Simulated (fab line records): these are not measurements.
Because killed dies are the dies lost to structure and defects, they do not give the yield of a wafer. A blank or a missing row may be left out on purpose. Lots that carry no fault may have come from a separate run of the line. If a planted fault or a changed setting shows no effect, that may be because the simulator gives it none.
The same fault as seen by 3 desks / flow nand harc / only its own numbers are on each desk; what lay behind them is given at the end

AT THE METROLOGY DESK
What the gauges read, lot by lot, whatever tool the lot ran on: means of the sampled wafers that have a number. A lot is out of limits, marked OUT, if its mean lies more than 4 standard deviations from the usual mean; the brackets give that distance.
Columns: A = cd nm at NHARC_A_CHANNEL_HOLE_D1_CD_MEAS_30, usual 89.7 nm
lot=L612; first seen here=day 9 18:14; A=89.2
lot=L611; first seen here=day 9 18:49; A=87.2
lot=L623; first seen here=day 14 10:23; A=89.9
lot=L628; first seen here=day 16 04:05; A=90.3
lot=L630; first seen here=day 17 06:13; A=89.3
lot=L633; first seen here=day 18 14:34; A=89.5
Result from this desk: across the 6 lots, nothing is out of limits.

DESK OF THE TOOL OWNER: ald hk-03
The tool's own readings at NHARC_A_CHANNEL_FILL_D1_ALD_02 (deposits SiO2, target thk 6 nm, pulse time 10 s, ald cycles 60): means of the sampled wafers that have a number, for each lot that ran on this tool. A lot is out of limits, marked OUT, if its mean lies more than 4 standard deviations from the usual mean; the brackets give that distance.
Columns: A = heater power w at NHARC_A_CHANNEL_FILL_D1_ALD_02, usual 476 W; B = precursor pulse height rel at NHARC_A_CHANNEL_FILL_D1_ALD_02, usual 0.999
lot=L612; first seen here=day 9 18:56; A=492; B=0.992
lot=L611; first seen here=day 9 19:23; A=488; B=1.003
lot=L628; first seen here=day 16 04:37; A=460; B=0.992
lot=L633; first seen here=day 18 14:57; A=484; B=0.995
Result from this desk: across the 4 lots, nothing is out of limits.

THE DEFECT DESK
Lot by lot, what the route's inspections counted, given as the mean of those sampled wafers with a number. A lot is out of limits, marked OUT, if its mean lies more than 4 standard deviations from the usual mean; the brackets give that distance.
Columns: A = raw defect count at NHARC_A_CHANNEL_HOLE_D1_INSPECT_40, usual 71
lot=L612; first seen here=day 9 18:26; A=102
lot=L611; first seen here=day 9 19:00; A=48
lot=L623; first seen here=day 14 10:34; A=110
lot=L628; first seen here=day 16 04:16; A=87
lot=L630; first seen here=day 17 06:23; A=67
lot=L633; first seen here=day 18 14:46; A=67
Result from this desk: across the 6 lots, nothing is out of limits.

PUT TOGETHER
The metrology desk saw nothing out of limits.
The tool owner's desk saw nothing out of limits.
No out-of-limits result turned up at the defect desk.

WHAT THE SIMULATOR PUT IN
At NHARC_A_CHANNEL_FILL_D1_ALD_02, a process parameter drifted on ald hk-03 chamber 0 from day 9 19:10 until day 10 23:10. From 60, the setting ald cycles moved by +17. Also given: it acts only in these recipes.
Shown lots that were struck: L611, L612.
